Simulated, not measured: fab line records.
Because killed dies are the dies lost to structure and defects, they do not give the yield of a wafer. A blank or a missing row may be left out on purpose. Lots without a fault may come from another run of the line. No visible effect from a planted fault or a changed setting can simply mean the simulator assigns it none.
fab line records -- flow n5-finfet
record lots=10, wafers=30, last-day=17
route steps=1938 shown BEOL_M3@992 BEOL_M4@1026
lots with no fault: from the same line, run without faults
start-h: hours from the record's first day to the start of the lot's first wafer shown -- wait-h: hours from the lot's prior step to this one -- " repeats the value in the row above -- L1.1+2: one row covering several wafers at once -- - either no value or no given start -- * or withheld: withheld -- < > ~ a bound
route shown NAME@n: NAME is a module with steps in the file, n the number in the route of the first one -- usual: mean/standard deviation of fault-free wafers -- same: alike in all rows -- chamber/n: place in a boat -- sites: each site's reading -- _std_site: their standard deviation -- _edge_site: the outer-site mean with the inner-site mean subtracted -- radius-mm: how far each site lies from the wafer's centre -- mask NAME#n: copy n -- behind: the most recent tool/chamber to have shaped the wafer -- hold: what put the lot on hold/how long, in hours/how the hold closed -- device: which transistor (n, p or np) failed to switch -- end of line: tests run on the same wafers once the route is complete -- a step with no rows: only its recipe -- killed: dies lost to structure and defects at the first sort, not the wafer's yield -- map: a wafer's dies, marking killed ones x, the rest . and places with no die _
set.NAME: the run value of the setting; set.NAME@STEP: its run value at that earlier step -- model.NAME: the simulator's own value behind a step, which no gauge read
steps of the route over a sample of lots; a table a step, a row a wafer
services: from which hour (start-h, from the record's first day; less than 0 if before it) a tool's chamber was out of use, for how many hours, and why
## steps
# step N5_BEOL_M3_SURFACE_TREAT_85
# recipe gas=Ar, time-s=*, ion-energy-ev=*, ion-current-ma-cm2=0.5, pressure-mtorr=*, ar-flow-sccm=30
# usual throttle-valve-pct=*
lot.wafer,tool,chamber,start-h,wait-h,throttle-valve-pct
L648.1,pvd-sputter-02,-,157.51,0.1,*
L648.2,pvd-sputter-02,-,157.51,0.1,*
L648.5,pvd-sputter-02,-,157.51,0.1,*
L649.2,pvd-sputter-02,-,168.58,0.2,*
L649.4,pvd-sputter-02,-,168.58,0.2,*
L649.5,pvd-sputter-02,-,168.58,0.2,*
L651.1,pvd-sputter-02,-,179.94,0.2,*
L651.4,pvd-sputter-02,-,179.94,0.2,*
L651.5,pvd-sputter-02,-,179.94,0.2,*
L652.1,pvd-sputter-01,-,190.05,0.2,*
L652.3,pvd-sputter-01,-,190.05,0.2,*
L652.5,pvd-sputter-01,-,190.05,0.2,*
L654.1,pvd-sputter-01,-,198.49,0.2,*
L654.2,pvd-sputter-01,-,198.49,0.2,*
L654.3,pvd-sputter-01,-,198.49,0.2,*
L655.1,pvd-sputter-01,-,207.98,0.1,*
L655.3,pvd-sputter-01,-,207.98,0.1,*
L655.5,pvd-sputter-01,-,207.98,0.1,*
L656.2,pvd-sputter-01,-,212.54,0.1,*
L656.5,pvd-sputter-01,-,212.54,0.1,*
L656.6,pvd-sputter-01,-,212.54,0.1,*
L660.1,pvd-sputter-01,-,235.63,0.4,*
L660.4,pvd-sputter-01,-,235.63,0.4,*
L660.5,pvd-sputter-01,-,235.63,0.4,*
L663.1,pvd-sputter-01,-,246.11,0.3,*
L663.2,pvd-sputter-01,-,246.11,0.3,*
L663.3,pvd-sputter-01,-,246.11,0.3,*
L669.1,pvd-sputter-03,-,286.01,0.1,*
L669.3,pvd-sputter-03,-,286.01,0.1,*
L669.4,pvd-sputter-03,-,286.01,0.1,*
# step N5_BEOL_M3_ANNEAL_87
# recipe temp-c=400, time-s=240, ambient=vacuum
# usual heater-power-w=762/77, susceptor-temp-C=400.00/0.21, susceptor_temp_C_max=401.0/0.39
lot.wafer,tool,chamber,start-h,wait-h,heater-power-w,susceptor-temp-C,susceptor_temp_C_max
L648.1,pvd-sputter-02,-,158.57,0.0,765,400.19,401.7
L648.2,pvd-sputter-02,-,158.57,0.0,745,399.87,400.7
L648.5,pvd-sputter-02,-,158.57,0.0,748,399.56,400.3
L649.2,pvd-sputter-02,-,169.68,0.0,744,399.78,400.5
L649.4,pvd-sputter-02,-,169.68,0.0,751,400.11,400.7
L649.5,pvd-sputter-02,-,169.68,0.0,819,399.94,400.8
L651.1,pvd-sputter-02,-,180.92,0.0,847,400.27,401.2
L651.4,pvd-sputter-02,-,180.92,0.0,832,399.84,401.6
L651.5,pvd-sputter-02,-,180.92,0.0,762,399.66,400.4
L652.1,pvd-sputter-02,-,191.06,0.0,735,400.35,401.0
L652.3,pvd-sputter-02,-,191.06,0.0,825,400.03,400.9
L652.5,pvd-sputter-02,-,191.06,0.0,762,399.84,401.5
L654.1,pvd-sputter-03,-,199.56,0.0,712,399.70,400.3
L654.2,pvd-sputter-03,-,199.56,0.0,807,400.25,401.0
L654.3,pvd-sputter-03,-,199.56,0.0,747,399.99,401.2
L655.1,pvd-sputter-03,-,209.41,0.0,718,399.99,400.6
L655.3,pvd-sputter-03,-,209.41,0.0,645,399.86,400.7
L655.5,pvd-sputter-03,-,209.41,0.0,814,399.81,400.5
L656.2,pvd-sputter-02,-,213.61,0.0,845,399.98,400.8
L656.5,pvd-sputter-02,-,213.61,0.0,821,399.97,400.8
L656.6,pvd-sputter-02,-,213.61,0.0,770,400.42,401.0
L660.1,pvd-sputter-03,-,237.38,0.0,804,400.38,401.1
L660.4,pvd-sputter-03,-,237.38,0.0,720,399.64,400.2
L660.5,pvd-sputter-03,-,237.38,0.0,723,399.91,400.7
L663.1,pvd-sputter-02,-,247.09,0.0,742,400.52,401.3
L663.2,pvd-sputter-02,-,247.09,0.0,792,400.06,401.3
L663.3,pvd-sputter-02,-,247.09,0.0,820,400.06,401.4
L669.1,pvd-sputter-01,-,287.14,0.0,763,399.63,400.2
L669.3,pvd-sputter-01,-,287.14,0.0,656,399.75,400.9
L669.4,pvd-sputter-01,-,287.14,0.0,608,400.11,401.0
# step N5_BEOL_M3_DEP_57
# recipe material=SiCN, target-thk-a=80, temp-c=withheld, precursor=3MS/NH3, pressure-torr=3, rf-w=202, time-s=14
# usual rf-fwd-power-W=199.5/0.92, showerhead-plenum-p-Torr=3.660/0.015, throttle-valve-pct=8.9/0.39
lot.wafer,tool,chamber,start-h,wait-h,rf-fwd-power-W,showerhead-plenum-p-Torr,throttle-valve-pct
L648.1,pecvd-04,0,160.59,0.0,199.1,3.659,8.9
L648.2,pecvd-04,2,160.59,0.0,200.9,3.655,8.6
L648.5,pecvd-04,0,160.59,0.0,199.2,3.663,8.7
L649.2,pecvd-04,2,171.68,0.0,199.0,3.662,8.4
L649.4,pecvd-04,0,171.68,0.0,197.4,3.642,8.8
L649.5,pecvd-04,1,171.68,0.0,200.9,3.659,8.5
L651.1,pecvd-04,2,182.92,0.0,199.6,3.659,8.4
L651.4,pecvd-04,1,182.92,0.0,200.0,3.657,8.6
L651.5,pecvd-04,2,182.92,0.0,199.8,3.666,8.2
L652.1,pecvd-02,2,193.13,0.0,197.8,3.642,9.3
L652.3,pecvd-02,1,193.13,0.0,199.6,3.682,9.6
L652.5,pecvd-02,0,193.13,0.0,201.4,3.646,9.2
L654.1,pecvd-02,1,201.58,0.0,199.6,3.684,9.8
L654.2,pecvd-02,0,201.58,0.0,200.1,3.644,9.1
L654.3,pecvd-02,2,201.58,0.0,198.2,3.653,9.3
L655.1,pecvd-01,1,211.41,0.0,200.4,3.693,9.3
L655.3,pecvd-01,2,211.41,0.0,198.9,3.638,8.6
L655.5,pecvd-01,2,211.41,0.0,199.1,3.642,8.3
L656.2,pecvd-02,0,215.63,0.0,200.5,3.648,9.2
L656.5,pecvd-02,0,215.63,0.0,201.6,3.655,9.3
L656.6,pecvd-02,1,215.63,0.0,198.7,3.684,9.7
L660.1,pecvd-04,0,239.38,0.0,197.8,3.660,9.0
L660.4,pecvd-04,1,239.38,0.0,199.2,3.652,8.3
L660.5,pecvd-04,0,239.38,0.0,198.5,3.656,8.8
L663.1,pecvd-02,1,249.12,0.0,198.8,3.683,9.5
L663.2,pecvd-02,0,249.12,0.0,200.3,3.641,9.2
L663.3,pecvd-02,2,249.12,0.0,199.4,3.655,8.4
L669.1,pecvd-01,1,289.25,0.0,200.5,3.695,9.1
L669.3,pecvd-01,2,289.25,0.0,201.0,3.644,8.7
L669.4,pecvd-01,2,289.25,0.0,200.2,3.648,8.5
# step N5_BEOL_M4_COAT_62
# recipe resist=SiARC, temp-c=220, time-s=60, spin-rpm=1500, resist-thk-nm=12
# usual heater-power-total-W=427.6/1.9, spin-speed-rpm=1499.9/1
lot.wafer,tool,chamber,start-h,wait-h,heater-power-total-W,spin-speed-rpm
L648.1,litho-track-04,0,161.06,-,427.9,1499.2
L648.2,litho-track-04,0,161.06,-,429.5,1500.1
L648.5,litho-track-04,0,161.06,-,429.2,1499.7
L649.2,litho-track-03,0,172.57,-,424.3,1499.2
L649.4,litho-track-03,0,172.57,-,428.9,1499.8
L649.5,litho-track-03,0,172.57,-,425.0,1500.2
L651.1,litho-track-04,0,183.78,-,430.7,1497.5
L651.4,litho-track-04,0,183.78,-,424.8,1501.3
L651.5,litho-track-04,0,183.78,-,424.8,1501.6
L652.1,litho-track-03,0,193.59,-,426.1,1498.5
L652.3,litho-track-03,0,193.59,-,427.8,1499.7
L652.5,litho-track-03,0,193.59,-,424.5,1499.2
L654.1,litho-track-03,0,202.77,-,428.1,1500.0
L654.2,litho-track-03,0,202.77,-,425.9,1499.4
L654.3,litho-track-03,0,202.77,-,429.0,1500.9
L655.1,litho-track-03,0,212.16,-,427.7,1499.7
L655.3,litho-track-03,0,212.16,-,425.3,1500.1
L655.5,litho-track-03,0,212.16,-,425.6,1500.3
L656.2,litho-track-02,0,218.31,-,429.1,1501.7
L656.5,litho-track-02,0,218.31,-,431.0,1500.3
L656.6,litho-track-02,0,218.31,-,426.3,1500.4
L660.1,litho-track-03,0,241.35,-,427.7,1630.5
L660.4,litho-track-03,0,241.35,-,429.0,1629.0
L660.5,litho-track-03,0,241.35,-,430.6,1630.2
L663.1,litho-track-03,0,249.54,-,429.9,1630.6
L663.2,litho-track-03,0,249.54,-,428.7,1630.4
L663.3,litho-track-03,0,249.54,-,430.4,1630.6
L669.1,litho-track-02,0,290.12,-,426.1,1499.4
L669.3,litho-track-02,0,290.12,-,427.7,1500.5
L669.4,litho-track-02,0,290.12,-,426.3,1500.0
# step N5_BEOL_M4_RC_MEAS_101
# usual DIBL_N=36.5/1.4, DIBL_P=36.6/1.6, IOFF_N=0.160/0.024, IOFF_P=0.217/0.029, ION_N=674/8.7, ION_P=464/6.5, SS_N=71.6/0.47, SS_P=73.4/0.57, VT_N=250.0/2.5, VT_P=-250/3.1
lot.wafer,tool,chamber,start-h,wait-h,DIBL_N[mV/V],DIBL_P[mV/V],IOFF_N[nA/um],IOFF_P[nA/um],ION_N[uA/um],ION_P[uA/um],SS_N[mV/dec],SS_P[mV/dec],VT_N[mV],VT_P[mV]
L648.1,prober-02,0,174.07,0.0,34.3,35.8,0.140,0.193,663,465,71.6,72.8,250.5,-251
L648.2,prober-02,0,174.07,0.0,35.2,36.7,0.143,0.203,666,461,71.8,72.6,251.5,-251
L648.5,prober-02,0,174.07,0.0,35.5,36.3,0.152,0.208,671,462,71.7,73.3,249.1,-249
L649.2,prober-01,0,185.60,0.2,36.9,37.8,0.177,0.222,669,460,71.7,73.2,248.6,-249
L649.4,prober-01,0,185.60,0.2,34.8,34.3,0.138,0.175,678,463,70.9,73.1,253.1,-252
L649.5,prober-01,0,185.60,0.2,37.4,37.7,0.188,0.220,690,466,71.8,74.0,247.8,-250
L651.1,prober-01,0,195.34,0.0,37.1,37.2,0.180,0.253,687,474,71.6,73.5,247.7,-247
L651.4,prober-01,0,195.34,0.0,36.6,36.7,0.178,0.256,675,468,71.7,72.6,247.2,-246
L651.5,prober-01,0,195.34,0.0,36.3,36.3,0.169,0.241,684,475,71.6,73.6,244.9,-245
L652.1,prober-02,0,210.82,0.0,38.8,39.8,0.211,0.253,694,465,72.7,74.1,248.9,-249
L652.3,prober-02,0,210.82,0.0,35.9,36.3,0.160,0.196,677,457,71.2,73.5,250.0,-253
L652.5,prober-02,0,210.82,0.0,37.8,38.6,0.187,0.226,679,460,70.8,74.0,249.7,-253
L654.1,prober-01,0,216.01,0.0,38.3,38.1,0.188,0.269,683,473,71.7,74.7,248.0,-245
L654.2,prober-01,0,216.01,0.0,35.9,33.7,0.130,0.193,663,467,71.6,72.2,253.9,-249
L654.3,prober-01,0,216.01,0.0,37.5,36.4,0.166,0.238,663,462,72.2,73.8,250.4,-250
L655.1,prober-01,0,227.21,0.0,36.3,37.3,0.169,0.261,678,474,71.1,74.2,248.6,-245
L655.3,prober-01,0,227.21,0.0,37.1,37.9,0.187,0.267,673,474,72.0,73.4,245.1,-243
L655.5,prober-01,0,227.21,0.0,36.9,37.7,0.176,0.256,689,474,71.9,73.4,248.4,-244
L656.2,prober-02,0,234.03,0.2,36.5,33.8,0.151,0.192,676,461,71.2,72.1,250.4,-251
L656.5,prober-02,0,234.03,0.2,36.8,35.0,0.151,0.203,678,468,71.1,73.8,249.4,-251
L656.6,prober-02,0,234.03,0.2,37.5,35.5,0.163,0.220,677,466,71.2,73.2,249.3,-248
L660.1,prober-01,0,257.45,0.0,36.7,37.3,0.152,0.193,677,458,72.3,73.5,249.6,-254
L660.4,prober-01,0,257.45,0.0,36.7,37.1,0.151,0.202,673,455,71.3,74.2,251.6,-253
L660.5,prober-01,0,257.45,0.0,37.4,37.0,0.160,0.198,665,454,71.6,73.4,251.6,-254
L663.1,prober-02,0,263.15,0.0,35.3,34.9,0.123,0.158,667,452,71.6,73.2,255.3,-256
L663.2,prober-02,0,263.15,0.0,36.2,35.7,0.135,0.168,672,452,71.6,72.9,253.1,-256
L663.3,prober-02,0,263.15,0.0,36.7,36.2,0.145,0.174,664,448,71.8,72.7,252.7,-255
L669.1,prober-01,0,301.14,0.0,35.8,38.6,0.164,0.217,677,454,71.6,73.5,248.1,-249
L669.3,prober-01,0,301.14,0.0,34.8,37.1,0.143,0.193,677,461,70.9,73.4,252.1,-250
L669.4,prober-01,0,301.14,0.0,37.9,40.1,0.199,0.236,686,458,73.0,74.4,248.2,-249
## services
tool,chamber,start-h,hours,kind
pecvd-01,1,145.26,4.8,repair
pecvd-04,-,147.46,1.8,repair
pvd-sputter-03,-,168.44,10.5,repair
pecvd-04,1,199.92,5.5,scheduled-down
pecvd-02,2,202.38,-,clean
pecvd-02,2,202.38,-,consumable-replace:showerhead
pecvd-02,2,202.38,29.0,scheduled-down
pecvd-02,2,202.38,29.0,vent-cycle
pecvd-02,0,222.07,5.5,scheduled-down
pecvd-02,-,227.83,0.8,repair
pecvd-04,2,239.49,10.0,repair
pecvd-04,2,249.51,2.1,scheduled-down
pecvd-02,1,254.31,5.5,scheduled-down
pecvd-01,1,273.93,5.5,scheduled-down
## key
first-sign step=N5_BEOL_M4_COAT_62, reading=spin-speed-rpm, direction=up, sigmas=99+, usual=*, struck=*
effect none on later readings
met-at N5_BEOL_M4_COAT_62
struck-lots L660,L663
not-acting-at N5_BEOL_M3_SURFACE_TREAT_85,N5_BEOL_M3_ANNEAL_87,N5_BEOL_M3_DEP_57
onset-between 212.16 241.35
fault kind=process-parameter-drift, tool=litho-track-03, chamber=-, onset-h=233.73, steps=N5_BEOL_M4_COAT_62, channel=spin-rpm, offset=*, shape=step, end-h=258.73, acts-in=*, stated=*
